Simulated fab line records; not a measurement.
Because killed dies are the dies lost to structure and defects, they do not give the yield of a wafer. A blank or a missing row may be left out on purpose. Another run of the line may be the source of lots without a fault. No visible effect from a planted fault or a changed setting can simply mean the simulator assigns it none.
Matching of chambers || flow n5Finfet || N5_SDB_HM_DEP_00 on pecvd-01: 3 sister chambers
The step deposits SiNx from SiH4/NH3/N2, target thk 40 nm, time 35.3 s. 6 wafers are shown with their chamber, then 10 later ones without.

## WAFERS PAIRED WITH THEIR CHAMBERS
{"wafer": "L084.1", "chamber": 0, "showerheadPlenumPTorr (Torr)": 5.06, "throttleValvePct (%)": 39.8}
{"wafer": "L084.6", "chamber": 0, "showerheadPlenumPTorr (Torr)": 5.06, "throttleValvePct (%)": 40.0}
{"wafer": "L085.2", "chamber": 1, "showerheadPlenumPTorr (Torr)": 5.21, "throttleValvePct (%)": 38.7}
{"wafer": "L085.6", "chamber": 2, "showerheadPlenumPTorr (Torr)": 5.12, "throttleValvePct (%)": 38.7}
{"wafer": "L088.2", "chamber": 1, "showerheadPlenumPTorr (Torr)": 5.19, "throttleValvePct (%)": 38.8}
{"wafer": "L088.3", "chamber": 2, "showerheadPlenumPTorr (Torr)": 5.12, "throttleValvePct (%)": 38.9}

## WAFERS WITH NO CHAMBER GIVEN
{"wafer": "L088.6", "showerheadPlenumPTorr (Torr)": 5.12, "throttleValvePct (%)": 39.1}
{"wafer": "L090.1", "showerheadPlenumPTorr (Torr)": 5.10, "throttleValvePct (%)": 38.8}
{"wafer": "L090.4", "showerheadPlenumPTorr (Torr)": 5.19, "throttleValvePct (%)": 38.7}
{"wafer": "L090.6", "showerheadPlenumPTorr (Torr)": 5.12, "throttleValvePct (%)": 38.7}
{"wafer": "L094.2", "showerheadPlenumPTorr (Torr)": 5.20, "throttleValvePct (%)": 38.8}
{"wafer": "L094.5", "showerheadPlenumPTorr (Torr)": 5.12, "throttleValvePct (%)": 38.8}
{"wafer": "L094.6", "showerheadPlenumPTorr (Torr)": 5.18, "throttleValvePct (%)": 38.9}
{"wafer": "L096.4", "showerheadPlenumPTorr (Torr)": 5.19, "throttleValvePct (%)": 39.0}
{"wafer": "L096.5", "showerheadPlenumPTorr (Torr)": 5.06, "throttleValvePct (%)": 40.4}
{"wafer": "L096.6", "showerheadPlenumPTorr (Torr)": 5.12, "throttleValvePct (%)": 38.8}

## EACH ONE'S CHAMBER
{"wafer": "L088.6", "from the rows above": 2, "in truth": 2}
{"wafer": "L090.1", "from the rows above": 2, "in truth": 2}
{"wafer": "L090.4", "from the rows above": 1, "in truth": 1}
{"wafer": "L090.6", "from the rows above": 2, "in truth": 2}
{"wafer": "L094.2", "from the rows above": 1, "in truth": 1}
{"wafer": "L094.5", "from the rows above": 2, "in truth": 2}
{"wafer": "L094.6", "from the rows above": 1, "in truth": 1}
{"wafer": "L096.4", "from the rows above": 1, "in truth": 1}
{"wafer": "L096.5", "from the rows above": 0, "in truth": 0}
{"wafer": "L096.6", "from the rows above": 2, "in truth": 2}
Correctly placed: 10 of 10. Not placeable from these rows: 0. 0 placed wrongly.
How it was worked out, from the rows above alone: a wafer's distance from a chamber is the root of the sum, over the readings, of the square of ((its reading less the chamber's mean) divided by the reading's scatter). The wafer belongs to the nearest chamber; if the next one is less than 2 further off, it can't be placed. A chamber's mean is the mean of its shown wafers. How the scatter is found: for the shown wafers, subtract from each reading the mean of its chamber, square and add these, divide the total by (wafers less chambers), then take the root.
